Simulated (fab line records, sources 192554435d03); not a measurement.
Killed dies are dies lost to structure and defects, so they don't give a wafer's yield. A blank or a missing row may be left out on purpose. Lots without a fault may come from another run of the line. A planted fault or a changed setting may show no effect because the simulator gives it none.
Chamber matching | flow n5_finfet | N5_MOL_CONTACT_COAG_ETCH_90 on rie_diel-01: 4 sister chambers
The step etches SiARC in CF4, target depth 13 nm, time 21.7 s. 4 wafers are shown with their chamber, then 11 later ones without.

WAFERS WITH THEIR CHAMBER
wafer  | chamber | drypump_motor_current_A (A)
L084.4 | 0       | 6.5
L086.2 | 2       | 5.0
L086.4 | 3       | 5.2
L090.2 | 1       | 5.7

WAFERS WITHOUT THEIR CHAMBER
wafer  | drypump_motor_current_A (A)
L090.3 | 5.2
L090.6 | 5.2
L091.1 | 5.2
L091.3 | 6.5
L091.6 | 5.2
L093.3 | 5.2
L093.4 | 5.6
L093.5 | 6.5
L096.2 | 5.0
L096.3 | 6.5
L096.6 | 5.2

WHICH CHAMBER EACH WENT THROUGH
wafer  | from the rows above | in truth
L090.3 | 3                   | 3
L090.6 | 3                   | 3
L091.1 | 3                   | 3
L091.3 | 0                   | 0
L091.6 | 3                   | 3
L093.3 | 3                   | 3
L093.4 | 1                   | 1
L093.5 | 0                   | 0
L096.2 | 2                   | 2
L096.3 | 0                   | 0
L096.6 | 3                   | 3
Placed correctly: 11 of 11. Can't be placed from these rows: 0. Placed wrongly: 0.
How it was worked out, from the rows above alone: a wafer's distance from a chamber is the root of the sum, over the readings, of the square of ((its reading less the chamber's mean) divided by the reading's scatter). The wafer belongs to the nearest chamber; if the next one is less than 2 further off, it can't be placed. A chamber's mean is the mean of its shown wafers. The scatter: with one shown wafer a chamber, the root of the mean of the squares of how far each hidden wafer lies from its nearest shown one.
